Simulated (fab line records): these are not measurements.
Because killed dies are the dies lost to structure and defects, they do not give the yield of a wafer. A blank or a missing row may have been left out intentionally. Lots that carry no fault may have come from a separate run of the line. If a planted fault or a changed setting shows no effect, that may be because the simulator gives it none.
A struck lot beside a sound one | flow n5 finfet | 15 out of 1938 route steps
Sound: the wafers L374.1, L374.2, L374.5. The struck wafers were L379.1, L379.3, L379.6. At the end, the cause is stated.
Per side, at each step with rows, come the tool, then ch with its chambers, and then its first start. Under that, the readings that differ: sound wafers | struck wafers | difference of the means | sigmas: that difference in standard deviations of wafers without a fault.
alike: readings whose means differ by less than 2 such deviations, and words and numbers that are the same on both sides. not compared: withheld readings, readings that some wafer has no value for, bounds like >300 that may hide the same value, and numbers for which the record gives no deviation and whose values overlap.
A row with sigmas, a row that says differs or no value, or rows on one side alone: a step with any of these is where the two part. Numbers that have no deviation but don't overlap get no sigmas and don't part them. Lack of a reading on every wafer of one side parts them only where that side has two or more wafers.

N5_GATE_CUT_CUT_ETCH_54: etches TiN in Cl2/BCl3, target depth 96.7 nm.
  sound on rie metal-02 ch 0,1, day 5 05:15; struck on rie metal-02 ch 0,1, day 6 13:03
  alike: drypump motor current A, etch rf on time s, oes product au, throttle valve pct
  not compared: rf hours counter h
then, 2 steps without rows for these wafers: N5_GATE_CUT_CUT_ETCH_55 (etches HfO2 in BCl3, target depth 3.2 nm); N5_GATE_CUT_ETCH_47 (etches SiO2 in Cl2/BCl3, target depth 10 nm).
N5_GATE_CUT_VAPOR_ETCH_48: etches TiN in BCl3/Cl2.
  sound on rie metal-02 ch 0,1, day 5 05:22; struck on rie metal-02 ch 0,1, day 6 13:10
  alike: drypump motor current A, oes product au
then, 5 steps without rows for these wafers: N5_GATE_CUT_VAPOR_ETCH_49 (etches TiAlC in BCl3/Cl2); N5_GATE_CUT_VAPOR_ETCH_51 (etches HfO2 in BCl3/Cl2); N5_GATE_CUT_STRIP_21 (strips in N2/H2, time 30 s); N5_GATE_CUT_STRIP_29 (strips in post etch residue remover, time 60 s); N5_GATE_CUT_SRD_52 (time 30 s).
N5_GATE_CUT_ALD_22: deposits SiNx, target thk 16 nm, pulse time 1 s, ald cycles 320.
  sound on ald sin-04 ch 0,3, day 5 05:38; struck on ald sin-04 ch 0,2,3, day 6 13:30
  alike: heater power w, precursor pulse height rel
  not compared: since wet clean h
N5_GATE_CUT_CMP_23: polishes, stops on SiO2, t overpolish 23.4 s, target thk 16 nm.
  sound on cmp-04 ch 1,3, day 5 07:08; struck on cmp-02 ch 1,3, day 6 15:00
  reading             | sound       | struck        | difference | sigmas
  motor current A (A) | 6.9 9.3 6.8 | 9.7 11.2 10.3 | +2.7       | +2
  alike: edge zone pressure frac, head pressure psi, overpolish run s, time to endpoint s
N5_GATE_CUT_THK_MEAS_24:
  struck on film metro-01, day 6 15:18; sound on film metro-01, day 5 07:25
  alike: GC_FILL_THK
N5_GATE_CUT_CMP_43: polishes SiO2.
  sound on cmp-01 ch 0,2,3, day 5 07:27; struck on cmp-04 ch 1,3, day 6 15:32
  no value came back on the struck wafers for edge zone pressure frac, motor current A (A); on the sound wafers edge zone pressure frac reads 0.993 1.000 0.994
  reading                                      | sound       | struck            | difference | sigmas
  model.SiO2_of_GATE_CUT_HM_DEP_46.thk nm (nm) | 4.8 4.8 5   | 103.6 101.4 105.6 | +98.7      |
  model.SiNx_of_GATE_CUT_ALD_22.thk nm (nm)    | 6.2 3.8 6.8 | 16 16 16.2        | +10        |
N5_GATE_CUT_CMP_61: polishes, stops on SiNx, t overpolish 3 s.
  sound on cmp-01 ch 0,2,3, day 5 07:56; struck on cmp-04 ch 1,3, day 6 15:58
  alike: edge zone pressure frac, head pressure psi, motor current A
N5_BEOL_M4_RC_MEAS_101:
  the record has rows for the sound wafers here (prober-02 ch 0, day 9 14:39) and none for the struck ones

WHERE THEY PART
Last at N5_BEOL_M4_RC_MEAS_101 as far as this record goes, first at N5_GATE_CUT_CMP_23.

WHY: the cause the simulator had injected
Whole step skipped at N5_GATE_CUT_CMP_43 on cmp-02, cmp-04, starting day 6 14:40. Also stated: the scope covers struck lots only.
